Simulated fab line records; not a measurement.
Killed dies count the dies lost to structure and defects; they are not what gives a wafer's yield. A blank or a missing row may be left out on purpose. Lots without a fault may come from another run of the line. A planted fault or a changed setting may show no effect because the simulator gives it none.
fab line records	flow nand_harc
record: lots: 6	wafers: 18	last_day: 25
route steps=1159 shown P_CONTACT@234 P_M0@253 END@1159
lots with no fault: from the same line, run without faults
start_h: hours from the record's opening day to when the first of the lot's shown wafers began	wait_h: time in hours since the lot's previous step	" as in the row above	L1.1+2: a row that stands for several wafers	- value missing, or start not given	* or withheld: withheld	< > ~ a bound
route shown NAME@n: NAME is a module with steps in the file, n the number in the route of the first one	usual: mean/standard deviation of fault-free wafers	same: alike in all rows	chamber/n: place in a boat	sites: readings site by site	_std_site: their standard deviation	_edge_site: outer sites' mean less inner sites'	radius_mm: for every site, how far away it sits from the centre of the wafer	mask NAME#n: copy n	behind: tool/chamber where the wafer was last shaped	hold: why the lot was held/for how many hours/how that ended	device: the transistor (n, p or np) that didn't switch	end of line: the route-end tests of the same wafers	for a step that has no rows: nothing shown but its recipe	killed: count of dies lost to structure and defects at first sort (not the wafer's yield)	map: a wafer's dies, marking killed ones x, the rest . and places with no die _
set.NAME: the run value of the setting; set.NAME@STEP: its run value at that earlier step	model.NAME: the simulator's own value behind a step, which no gauge read
lots seen at some steps along the route; tables by step, rows by wafer
services: a tool's chamber out of use, with start hour (start_h, from the record's first day; less than 0 if before it), hours out, and reason
== steps ==
step: NHARC_P_CONTACT_INSPECT_14
usual: raw_defect_count: 3.7/2.1
lot.wafer	tool	chamber	start_h	wait_h	raw_defect_count
L396.3	defect_inspect-02	-	165.96	0.0	5
L396.4	"	-	"	"	4
L396.6	"	-	"	"	5
L398.2	defect_inspect-02	-	174.61	0.0	3
L398.3	"	-	"	"	3
L398.4	"	-	"	"	5
L400.2	defect_inspect-02	-	199.12	0.0	3
L400.4	"	-	"	"	2
L400.6	"	-	"	"	5
L402.3	defect_inspect-02	-	204.48	0.0	3
L402.5	"	-	"	"	5
L402.6	"	-	"	"	7
L410.4	defect_inspect-02	-	242.27	0.0	2
L410.5	"	-	"	"	5
L410.6	"	-	"	"	4
L411.2	defect_inspect-01	-	251.48	0.0	1
L411.5	"	-	"	"	3
L411.6	"	-	"	"	4
step: NHARC_P_CONTACT_DESCUM_17
recipe: time_s: 3	o2_flow_sccm: 200	ar_flow_sccm: 0	bias_power_w: 0	chemistry: O2
usual: drypump_motor_current_A: 5.8/0.43	mfc_ar_sccm: 0.007/0.0086	oes_product_au: 0.997/0.0098	rf_vpp_V: 57.7/0.96	showerhead_plenum_p_Torr: 1.91/0.084	throttle_valve_pct: 11.311/0.0079
same: bias_power_w: 0
lot.wafer	tool	chamber	start_h	wait_h	drypump_motor_current_A	mfc_ar_sccm	oes_product_au	rf_hours_counter_h	rf_vpp_V	showerhead_plenum_p_Torr	throttle_valve_pct
L396.4	rie_diel-07	2	166.04	0.1	6.5	0.004	0.987	11	57.2	1.88	11.308
L396.3	"	3	"	"	5.7	0	0.998	9	57.8	1.96	11.309
L396.6	"	1	"	"	5.6	0	1.006	-	55.6	1.81	11.315
L398.2	rie_diel-07	0	174.67	0.1	6.0	0	0.994	12	57.8	2.01	11.304
L398.4	"	2	"	"	6.4	0.004	0.988	12	58.0	1.88	11.290
L398.3	"	3	"	"	5.8	0	0.993	10	57.9	1.96	11.319
L400.4	rie_diel-11	3	199.18	0.1	5.0	0.022	0.991	0	58.0	1.78	11.309
L400.2	"	0	"	"	5.8	0.011	0.996	0	59.6	1.97	11.322
L400.6	"	3	"	"	5.0	0.022	1.002	-	57.0	1.78	11.319
L402.3	rie_diel-11	2	204.53	0.1	5.2	0.009	0.982	0	57.4	1.88	11.312
L402.5	"	2	"	"	5.3	0.009	0.983	-	57.5	1.88	11.303
L402.6	"	3	"	"	5.0	0.022	0.991	-	56.7	1.78	11.309
L410.4	rie_diel-11	3	242.36	0.1	5.0	0.022	1.000	5	57.1	1.78	11.313
L410.6	"	0	"	"	5.8	0.011	1.008	-	57.0	1.97	11.308
L410.5	"	1	"	"	6.4	0.012	1.005	-	58.7	1.97	11.301
L411.2	rie_diel-11	0	251.57	0.1	5.8	0.011	1.019	6	58.2	1.97	11.314
L411.6	"	1	"	"	6.4	0.012	1.008	-	58.0	1.97	11.312
L411.5	"	2	"	"	5.2	0.009	1.013	-	57.7	1.88	11.317
step: NHARC_P_CONTACT_ETCH_35
recipe: target_depth_a: 390	over_etch_frac: 0.3	time_s: 65	ion_energy_ev: 80	cf4_flow_sccm: 150	ar_flow_sccm: 0	rf_w: 300	bias_w: 100	chemistry: CF4
step: NHARC_P_CONTACT_ETCH_36
recipe: target_depth_a: 2600	over_etch_frac: 0.25	time_s: 406.25	ion_energy_ev: 200	n2_flow_sccm: 150	h2_flow_sccm: 150	ar_flow_sccm: 0	rf_w: 400	bias_w: 150	chemistry: N2/H2
step: NHARC_P_CONTACT_ETCH_18
recipe: target_depth_a: 4810	time_s: 240.5	c4f8_flow_sccm: 20	o2_flow_sccm: 10	ar_flow_sccm: withheld	rf_w: 600	bias_w: 1500	chemistry: C4F8/O2/Ar
usual: oes_product_au: 0.956/0.018	rf_vpp_V: 978/5.4
lot.wafer	tool	chamber	start_h	wait_h	oes_product_au	rf_hours_counter_h	rf_vpp_V
L396.3	rie_diel-07	0	-	-	0.953	10	984
L396.4	"	1	"	"	0.951	11	970
L396.6	"	1	"	"	0.953	-	971
L398.2	rie_diel-07	1	-	-	0.964	12	970
L398.3	"	3	"	"	0.971	10	981
L398.4	"	0	"	"	0.945	12	986
L400.2	rie_diel-11	1	-	-	0.979	0	983
L400.4	"	3	"	"	0.952	0	969
L400.6	"	2	"	"	0.968	-	976
L402.3	rie_diel-11	1	-	-	0.981	1	981
L402.6	"	1	"	"	0.971	-	983
L402.5	"	2	"	"	0.945	-	976
L410.4	rie_diel-11	2	-	-	0.958	5	976
L410.5	"	0	"	"	0.962	-	982
L410.6	"	1	"	"	0.951	-	983
L411.2	rie_diel-11	2	-	-	0.930	6	976
L411.6	"	2	"	"	0.924	-	975
L411.5	"	3	"	"	0.926	-	969
step: NHARC_P_CONTACT_STRIP_37
recipe: c4f8_flow_sccm: withheld	o2_flow_sccm: 8	ar_flow_sccm: withheld	bias_w: 0	chemistry: C4F8/O2/Ar
step: NHARC_P_CONTACT_ETCH_31
recipe: target_depth_a: 300	time_s: 85.7	ion_energy_ev: 120	over_etch_frac: 1	ch3f_flow_sccm: 50	o2_flow_sccm: 30	ar_flow_sccm: 200	rf_w: 500	bias_w: 100	chemistry: CH3F/O2
usual: drypump_motor_current_A: 5.8/0.43	mfc_ar_sccm: 199.9/0.62	oes_product_au: 0.977/0.012	rf_vpp_V: 244.3/1.7	showerhead_plenum_p_Torr: 2.45/0.1	throttle_valve_pct: 20.664/0.0093
lot.wafer	tool	chamber	start_h	wait_h	drypump_motor_current_A	mfc_ar_sccm	oes_product_au	rf_hours_counter_h	rf_vpp_V	showerhead_plenum_p_Torr	throttle_valve_pct
L396.3	rie_diel-07	0	-	-	6.0	200.7	0.979	11	246.1	2.58	20.667
L396.4	"	2	"	"	6.4	200.2	0.963	11	244.8	2.42	20.672
L396.6	"	1	"	"	5.6	199.9	0.985	-	242.4	2.33	20.667
L398.2	rie_diel-07	0	-	-	6.0	200.0	0.979	12	247.4	2.58	20.658
L398.4	"	1	"	"	5.6	200.3	0.977	12	241.1	2.33	20.644
L398.3	"	2	"	"	6.4	199.7	0.977	13	245.7	2.41	20.660
L400.4	rie_diel-11	0	-	-	5.8	200.0	0.969	0	244.3	2.53	20.659
L400.2	"	3	"	"	5.0	199.7	0.968	0	241.0	2.30	20.667
L400.6	"	1	"	"	6.4	200.3	0.981	-	245.0	2.53	20.661
L402.3	rie_diel-11	2	-	-	5.3	199.5	0.962	1	243.4	2.41	20.668
L402.6	"	3	"	"	5.0	200.4	0.973	-	243.2	2.29	20.656
L402.5	"	0	"	"	5.8	200.1	0.999	-	245.0	2.53	20.673
L410.4	rie_diel-11	3	-	-	5.0	199.5	0.986	5	241.4	2.29	20.641
L410.5	"	1	"	"	6.4	199.6	0.982	-	245.1	2.53	20.661
L410.6	"	2	"	"	5.3	199.7	0.993	-	244.1	2.41	20.659
L411.2	rie_diel-11	0	-	-	5.8	200.7	0.958	7	244.6	2.53	20.676
L411.5	"	2	"	"	5.3	198.9	0.968	-	243.1	2.41	20.674
L411.6	"	3	"	"	5.0	199.2	0.965	-	242.6	2.29	20.658
step: NHARC_P_CONTACT_CD_MEAS_19
usual: cd_nm: 88.6/2.2
lot.wafer	tool	chamber	start_h	wait_h	cd_nm
L396.3	cd_sem-02	-	166.89	-	83.0
L396.4	"	-	"	"	85.7
L396.6	"	-	"	"	86.4
L398.2	cd_sem-02	-	175.55	-	85.7
L398.3	"	-	"	"	86.9
L398.4	"	-	"	"	88.7
L400.2	cd_sem-03	-	200.05	-	87.4
L400.4	"	-	"	"	88.3
L400.6	"	-	"	"	91.8
L402.3	cd_sem-03	-	205.41	-	92.0
L402.5	"	-	"	"	91.2
L402.6	"	-	"	"	90.2
L410.4	cd_sem-02	-	243.31	-	88.0
L410.5	"	-	"	"	89.4
L410.6	"	-	"	"	88.3
L411.2	cd_sem-01	-	252.41	-	88.5
L411.5	"	-	"	"	87.6
L411.6	"	-	"	"	88.1
step: NHARC_P_CONTACT_STRIP_28
recipe: o2_flow_sccm: 500	ar_flow_sccm: 0	bias_w: 0	chemistry: O2
step: NHARC_P_CONTACT_STRIP_29
recipe: time_s: 1200	temp_c: 72.5	chemistry: post_etch_residue_remover
step: NHARC_P_CONTACT_DEGAS_38
recipe: temp_c: 300	time_s: 60
step: NHARC_P_CONTACT_PRE_CLEAN_39
recipe: time_s: 19.5	bias_v: 250	gas: Ar
step: NHARC_P_CONTACT_PVD_32
recipe: target_thk_a: 50	chamber_pressure_pa: 5	power_w: 5000	substrate_temp_c: 200	time_s: 17.7	material: Ti
usual: throttle_valve_pct: 29.9/0.72
lot.wafer	tool	chamber	start_h	wait_h	throttle_valve_pct
L396.3	pvd_sputter-03	-	167.80	-	29.6
L396.4	"	-	"	"	30.9
L396.6	"	-	"	"	28.9
L398.4	pvd_sputter-03	-	176.54	-	30.0
L398.3	"	-	"	"	29.8
L398.2	"	-	"	"	29.2
L400.2	pvd_sputter-01	-	200.89	-	30.4
L400.4	"	-	"	"	29.2
L400.6	"	-	"	"	30.1
L402.3	pvd_sputter-03	-	206.28	-	29.2
L402.6	"	-	"	"	31.0
L402.5	"	-	"	"	30.2
L410.4	pvd_sputter-03	-	244.16	-	30.8
L410.5	"	-	"	"	29.1
L410.6	"	-	"	"	31.0
L411.2	pvd_sputter-03	-	253.60	-	30.0
L411.5	"	-	"	"	30.7
L411.6	"	-	"	"	29.9
step: NHARC_P_CONTACT_ALD_22
recipe: target_thk_a: 30	pulse_time_s: 1	ald_cycles: 150	temp_c: 450	material: TiN
step: NHARC_P_CONTACT_CVD_23
recipe: target_thk_a: 2000	temp_c: 300	pressure_torr: 40	wf6_flow_sccm: 40	h2_flow_sccm: 1600	ar_flow_sccm: 1560	time_s: 557	material: W
step: NHARC_P_CONTACT_CMP_24
recipe: t_overpolish_s: 30	target_thk_nm: 200
step: NHARC_P_CONTACT_SRD_26
step: NHARC_P_M0_DEP_00
recipe: target_thk_a: 1500	target_thk_nm: 150	temp_c: withheld	pressure_torr: 5	flow_sccm: 200	rf_w: 600	material: SiOC
step: NHARC_P_M0_DEHYDRATE_01
recipe: temp_c: 150	time_s: 120
step: NHARC_P_M0_HMDS_02
recipe: time_s: 30
step: NHARC_P_M0_COAT_33
recipe: temp_c: 200	time_s: 65
step: NHARC_P_M0_COAT_03
recipe: spin_rpm: 1500	resist_thk_nm: 90
step: NHARC_P_M0_SOFTBAKE_04
recipe: temp_c: 105	time_s: 55
step: NHARC_P_M0_EBR_05
step: NHARC_P_M0_EXPOSE_06
recipe: na: 1.35	target_cd_nm: 90	dose_mj: 81.28	mask_id: P_M0
step: NHARC_P_M0_PEB_07
recipe: peb_temp_c: 100	peb_time_s: 65
step: NHARC_P_M0_DEVELOP_08
recipe: develop_time_s: 35	dev_temp_c: 23
step: NHARC_P_M0_CD_MEAS_09
recipe: target_cd_nm: 90	landing_energy_ev: 500
usual: cd_nm: 89.6/1.1
lot.wafer	tool	chamber	start_h	wait_h	cd_nm
L396.3	cd_sem-01	0	170.11	-	89.9
L396.4	"	0	"	"	90.8
L396.6	"	0	"	"	90.3
L398.2	cd_sem-03	0	181.39	-	88.0
L398.3	"	0	"	"	88.5
L398.4	"	0	"	"	87.9
L400.2	cd_sem-01	0	210.75	-	89.4
L400.4	"	0	"	"	88.7
L400.6	"	0	"	"	89.4
L402.3	cd_sem-02	0	212.06	-	90.2
L402.5	"	0	"	"	90.1
L402.6	"	0	"	"	90.6
L410.4	cd_sem-01	0	246.47	-	89.0
L410.5	"	0	"	"	88.3
L410.6	"	0	"	"	89.0
L411.2	cd_sem-02	0	255.76	-	91.0
L411.5	"	0	"	"	91.3
L411.6	"	0	"	"	91.8
step: NHARC_P_M0_OVL_MEAS_10
recipe: pitch_nm: 180
usual: overlay_x_nm: 0.0/0.85	overlay_y_nm: -0.2/0.64
lot.wafer	tool	chamber	start_h	wait_h	overlay_x_nm	overlay_y_nm
L396.3	overlay-01	-	170.20	-	0.8	-0.5
L396.4	"	-	"	"	0.2	-0.8
L396.6	"	-	"	"	0.6	-1.0
L398.2	overlay-01	-	181.47	-	1.1	0.4
L398.3	"	-	"	"	1.2	1.0
L398.4	"	-	"	"	1.2	0.4
L400.2	overlay-02	-	210.84	-	0.1	0.2
L400.4	"	-	"	"	0.0	-0.2
L400.6	"	-	"	"	-0.3	0.1
L402.3	overlay-02	-	212.14	-	-1.4	-0.9
L402.5	"	-	"	"	-0.4	-1.0
L402.6	"	-	"	"	-0.3	-0.6
L410.4	overlay-02	-	246.55	-	0.9	-0.1
L410.5	"	-	"	"	0.9	-0.4
L410.6	"	-	"	"	0.4	0.1
L411.2	overlay-02	-	255.85	-	-1.5	-1.5
L411.5	"	-	"	"	-1.3	-1.9
L411.6	"	-	"	"	-1.4	-1.3
step: NHARC_P_M0_DESCUM_14
recipe: time_s: 3	o2_flow_sccm: 200	ar_flow_sccm: 0	bias_power_w: 0	chemistry: O2
step: NHARC_P_M0_ETCH_34
recipe: target_depth_a: 400	overetch_a: 120	time_s: 43.94	ion_energy_ev: 200	n2_flow_sccm: 150	h2_flow_sccm: 150	ar_flow_sccm: 0	rf_w: 400	bias_w: 150	chemistry: N2/H2
usual: drypump_motor_current_A: 6.0/0.41	mfc_ar_sccm: 0.010/0.015	oes_product_au: 1.006/0.01	rf_vpp_V: 431.2/1.8	showerhead_plenum_p_Torr: 2.07/0.061	throttle_valve_pct: 14.172/0.009
lot.wafer	tool	chamber	start_h	wait_h	drypump_motor_current_A	mfc_ar_sccm	oes_product_au	rf_hours_counter_h	rf_vpp_V	showerhead_plenum_p_Torr	throttle_valve_pct
L396.3	rie_diel-04	2	170.41	0.1	6.3	0.022	1.004	4	429.5	2.01	14.176
L396.6	"	0	"	"	6.0	0	1.002	-	431.8	2.06	14.171
L396.4	"	1	"	"	6.0	0	1.003	-	431.7	2.01	14.166
L398.3	rie_diel-04	2	181.66	0.1	6.4	0.022	1.007	4	431.2	2.01	14.162
L398.4	"	3	"	"	6.4	0.037	0.995	1	431.2	2.06	14.168
L398.2	"	1	"	"	6.0	0	1.004	4	430.2	2.01	14.173
L400.4	rie_diel-10	2	211.03	0.1	6.1	0	0.979	2	431.0	2.05	14.171
L400.2	"	3	"	"	6.6	0.013	1.004	2	434.6	2.19	14.174
L400.6	"	0	"	"	5.7	0	1.001	-	431.1	2.09	14.180
L402.3	rie_diel-10	0	212.34	0.1	5.7	0	1.023	2	433.0	2.09	14.174
L402.5	"	1	"	"	5.6	0.004	1.014	-	432.2	2.11	14.180
L402.6	"	2	"	"	6.1	0	0.991	-	431.3	2.05	14.184
L410.5	rie_diel-04	0	246.77	0.1	6.0	0	1.023	-	429.9	2.06	14.185
L410.6	"	1	"	"	6.0	0	1.010	-	429.5	2.01	14.180
L410.4	"	3	"	"	6.4	0.037	0.999	-	431.2	2.06	14.179
L411.2	rie_diel-04	3	256.04	0.1	6.4	0.037	1.003	6	431.2	2.06	14.182
L411.5	"	1	"	"	6.0	0	1.015	-	429.7	2.01	14.167
L411.6	"	2	"	"	6.4	0.022	1.013	-	430.5	2.01	14.168
step: NHARC_P_M0_ETCH_15
recipe: target_depth_a: 1500	overetch_a: 150	time_s: 82.5	c4f8_flow_sccm: withheld	ar_flow_sccm: 400	rf_w: 600	bias_w: 300	chemistry: C4F8/Ar
step: NHARC_P_M0_CD_MEAS_16
usual: cd_nm: 89.8/1.3
lot.wafer	tool	chamber	start_h	wait_h	cd_nm
L396.3	cd_sem-01	-	170.69	-	90.1
L396.4	"	-	"	"	92.2
L396.6	"	-	"	"	91.0
L398.2	cd_sem-03	-	181.87	-	89.1
L398.3	"	-	"	"	88.6
L398.4	"	-	"	"	87.9
L400.2	cd_sem-03	-	211.24	-	88.8
L400.4	"	-	"	"	88.0
L400.6	"	-	"	"	89.0
L402.3	cd_sem-02	-	212.56	-	89.6
L402.5	"	-	"	"	90.3
L402.6	"	-	"	"	91.2
L410.4	cd_sem-02	-	247.00	-	89.8
L410.5	"	-	"	"	89.4
L410.6	"	-	"	"	89.1
L411.2	cd_sem-02	-	256.25	-	91.4
L411.5	"	-	"	"	92.5
L411.6	"	-	"	"	91.6
step: NHARC_P_M0_STRIP_18
recipe: power_w: 1000	n2_flow_sccm: 150	h2_flow_sccm: 150	ar_flow_sccm: 0	bias_w: 0	chemistry: N2/H2
step: NHARC_P_M0_STRIP_19
recipe: time_s: 600	temp_c: 30	chemistry: post_etch_residue_remover
step: NHARC_P_M0_DEGAS_28
recipe: temp_c: 250	time_s: 60
usual: heater_power_w: 336/40
lot.wafer	tool	chamber	start_h	wait_h	heater_power_w
L396.4	pvd_sputter-01	-	171.31	-	276
L396.3	"	-	"	"	390
L396.6	"	-	"	"	335
L398.3	pvd_sputter-02	-	182.49	-	403
L398.2	"	-	"	"	335
L398.4	"	-	"	"	305
L400.4	pvd_sputter-02	-	211.86	-	300
L400.2	"	-	"	"	401
L400.6	"	-	"	"	404
L402.3	pvd_sputter-02	-	213.20	-	360
L402.6	"	-	"	"	333
L402.5	"	-	"	"	310
L410.4	pvd_sputter-02	-	247.65	-	415
L410.5	"	-	"	"	424
L410.6	"	-	"	"	343
L411.2	pvd_sputter-03	-	256.89	-	363
L411.6	"	-	"	"	273
L411.5	"	-	"	"	343
step: NHARC_P_M0_PRE_CLEAN_29
recipe: time_s: 30	temp_c: 280	gas: H2/He
step: NHARC_P_M0_PVD_20
recipe: target_thk_a: 50	bias_v: 168.6	power_w: 15000	chamber_pressure_pa: 0.12	time_s: 8.06	substrate_temp_c: 50	material: TaN
step: NHARC_P_M0_PVD_21
recipe: target_thk_a: 300	chamber_pressure_pa: 5	power_w: 5000	substrate_temp_c: 30	time_s: 20.49	material: Cu
step: NHARC_END_SORT_01
recipe: temp_c: 25
usual: killed_at_array: 29/10	killed_at_other: 0.7/1.1	killed_at_periphery: 3.3/2.4	killed_dies: 33/11	killed_open: 3.3/2	killed_short: 1.9/1.3
same: gross_dies: 677
lot.wafer	tool	chamber	start_h	wait_h	killed_at_array	killed_at_other	killed_at_periphery	killed_dies	killed_open	killed_short
L398.2	prober-01	0	506.69	2.8	40	1	3	44	8	2
L398.3	prober-01	0	507.50	3.1	33	0	1	34	5	0
L398.4	prober-01	0	508.30	3.4	31	0	3	34	4	4
L410.4	prober-02	0	583.43	3.3	25	0	78	103	1	1
L410.5	prober-02	0	584.21	3.6	25	0	76	101	4	1
L410.6	prober-02	0	584.99	3.9	29	0	87	116	0	1
L411.2	prober-01	0	593.56	2.8	44	0	72	116	4	4
L411.5	prober-01	0	595.99	3.7	28	0	90	118	2	1
L411.6	prober-01	0	596.80	4.0	37	1	81	119	0	2
killed by level:class
L398.2 A_CHANNEL_HOLE_D1:chamber_film_flake=21 A_CONTACT:chamber_film_flake=6 A_CONTACT:geometric_particle:open=4 A_STAIRCASE:chamber_film_flake=4 P_ZERO_WELL:chamber_film_flake=2 P_CONTACT:geometric_particle:open=1 A_ONON_D1:geometric_particle:open=1 A_CHANNEL_HOLE_D1:geometric_particle:open=1
L398.3 A_CHANNEL_HOLE_D1:chamber_film_flake=18 A_STAIRCASE:chamber_film_flake=5 A_CONTACT:chamber_film_flake=5 A_CHANNEL_FILL_D1:geometric_particle:open=2 A_CONTACT:geometric_particle:open=2 A_ONON_D1:geometric_particle:open=1 P_STI:chamber_film_flake=1
L398.4 A_CHANNEL_HOLE_D1:chamber_film_flake=18 A_STAIRCASE:chamber_film_flake=4 A_M0:geometric_particle:open=2 P_M0:geometric_particle:short=1 A_ONON_D1:geometric_particle:open=1 A_ONON_D1:geometric_particle:short=1 A_CHANNEL_HOLE_D1:geometric_particle:short=1 A_CHANNEL_FILL_D1:geometric_particle:short=1
L410.4 P_CONTACT:unspecified=76 A_SLIT:chamber_film_flake=15 A_CHANNEL_HOLE_D1:chamber_film_flake=3 A_CONTACT:chamber_film_flake=3 A_WL_FILL:chamber_film_flake=2 A_SOURCE_PLATE:geometric_particle:short=1 A_ONON_D1:geometric_particle:open=1 P_ZERO_WELL:chamber_film_flake=1
L410.5 P_CONTACT:unspecified=74 A_SLIT:chamber_film_flake=12 A_CONTACT:geometric_particle:open=3 P_ZERO_WELL:chamber_film_flake=2 A_CHANNEL_HOLE_D1:chamber_film_flake=2 A_STAIRCASE:chamber_film_flake=2 A_WL_FILL:chamber_film_flake=2 A_CONTACT:chamber_film_flake=2
L410.6 P_CONTACT:unspecified=85 A_SLIT:chamber_film_flake=18 A_CHANNEL_HOLE_D1:chamber_film_flake=3 A_STAIRCASE:chamber_film_flake=3 P_ZERO_WELL:chamber_film_flake=2 A_CHANNEL_FILL_D1:chamber_film_flake=2 A_CHANNEL_FILL_D1:geometric_particle:short=1 A_WL_FILL:chamber_film_flake=1
L411.2 P_CONTACT:unspecified=72 A_SLIT:chamber_film_flake=18 A_CHANNEL_HOLE_D1:chamber_film_flake=13 A_ONON_D1:geometric_particle:open=2 A_ONON_D1:geometric_particle:short=2 A_CHANNEL_FILL_D1:chamber_film_flake=2 A_STAIRCASE:chamber_film_flake=2 A_CHANNEL_HOLE_D1:geometric_particle:open=1
L411.5 P_CONTACT:unspecified=90 A_SLIT:chamber_film_flake=11 A_CHANNEL_HOLE_D1:chamber_film_flake=7 A_CONTACT:chamber_film_flake=6 A_CHANNEL_HOLE_D1:geometric_particle:open=1 A_SGD_CUT:geometric_particle:short=1 A_CONTACT:geometric_particle:open=1 A_STAIRCASE:chamber_film_flake=1
L411.6 P_CONTACT:unspecified=77 A_SLIT:chamber_film_flake=21 A_CHANNEL_HOLE_D1:chamber_film_flake=9 A_CONTACT:chamber_film_flake=4 P_ZERO_WELL:chamber_film_flake=2 P_BONDPAD:chamber_film_flake=2 A_CHANNEL_FILL_D1:geometric_particle:short=1 A_M1:geometric_particle:short=1
map L410.6 (x killed, . not)
____________.____________
_________......._________
_______..........._______
______.............______
_____..............._____
____.x..x............____
____.................____
___.......x...........___
___......xx.x.........___
__.......x...x.........__
__....xxxxxxx.x........__
_.....xxxxxxxx.x........_
_......xxxxxxx.........._
_......xxxxxxx.........._
_.....xxxxxxxx..x....x.._
_.....xxxxxxxxxxx......._
......xxxxxxxxxxxx.......
.......xxxxxxx.x.x.......
.......xxxxxxxx..xx......
.......xxxxxxxx..x....x..
...x..xxx.xxxx.x.........
_.........xx....x......._
_..............x......x._
_......................._
_......................._
_.............x........._
__.....................__
__.....................__
___...................___
___...................___
____.................____
____.................____
_____..............._____
______.............______
_______..........._______
_________......._________
____________.____________
map L411.6 (x killed, . not)
____________.____________
_________......._________
_______..........._______
______...........x.______
_____...........x..._____
____.....x...........____
____.........x...x...____
___.........x.........___
___...x...............___
__......x.x............__
__.....................__
_......x.xx.xx.........._
_....xxxxxxx............_
_......xxxxxx..........._
_......xxxxxxx.........._
_.....xxxxxxxx.........._
......xxxxxxxxxx.........
.......xxxxxxx......x....
........xxxxxxx..........
.......xxxxxxxx...x......
.......xxxxxxx..x..x.....
_......x.xx.xxxx........_
_.........x.x.xxx.x....._
_.....x........xxx.x...._
_............xxxx.x....._
_..............x.x.....x_
__..............xx..x..__
__................xx.x.__
___...................___
___.............x.....___
____................x____
____.................____
_____..............._____
______.............______
_______..........._______
_________......._________
____________.____________
== services ==
tool	chamber	start_h	hours	kind
rie_diel-11	0	144.00	-	clean
rie_diel-11	1	144.00	-	clean
rie_diel-11	2	144.00	-	clean
rie_diel-11	3	144.00	-	clean
pvd_sputter-01	-	158.06	10.0	pm
rie_diel-04	3	162.47	14.1	repair
pvd_sputter-02	-	167.76	0.7	repair
rie_diel-11	0	168.50	-	clean
rie_diel-11	1	168.50	-	clean
rie_diel-11	2	168.50	-	clean
rie_diel-11	3	168.50	-	clean
rie_diel-10	-	176.71	9.0	pm
rie_diel-11	-	189.53	9.0	pm
rie_diel-11	0	189.53	9.0	vent_cycle
rie_diel-11	1	189.53	9.0	vent_cycle
rie_diel-11	2	189.53	9.0	vent_cycle
rie_diel-11	3	189.53	9.0	vent_cycle
pvd_sputter-01	-	210.20	3.8	repair
pvd_sputter-02	-	214.00	10.0	pm
pvd_sputter-01	-	219.12	1.2	repair
rie_diel-07	-	228.20	9.0	pm
pvd_sputter-01	-	237.14	38.6	repair
rie_diel-04	2	242.42	7.1	repair
rie_diel-07	0	251.03	11.9	repair
== key ==
first_sign: step: NHARC_END_SORT_01	reading: killed_at_periphery	direction: up	sigmas: 33	usual: 3.3	struck: 80.7
effect: step: NHARC_END_SORT_01	reading: killed_dies	direction: up	sigmas: 7.2	usual: 33	struck: 112
more_kills_born_at: NHARC_P_CONTACT_PVD_32@pvd_sputter-03: 474
met_at NHARC_P_CONTACT_PVD_32
struck_wafers L410.4,L410.5,L410.6,L411.2,L411.5,L411.6
tester_left_out L410,L411
onset_between 206.28 244.16
also_fits time
fault: kind: chamber_particle_source	tool: pvd_sputter-03	chamber: -	onset_h: 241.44	steps: NHARC_P_CONTACT_PVD_32	rate_per_visit_cm2: 0.66867	end_h: 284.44
tester_left_out: of these lots the tester's yield and bins aren't shown, on N5 and GAA mostly nor the transistor test; their killed dies are dies lost to structure and defects alone, not to doping, threshold or leakage, so they don't give the yield
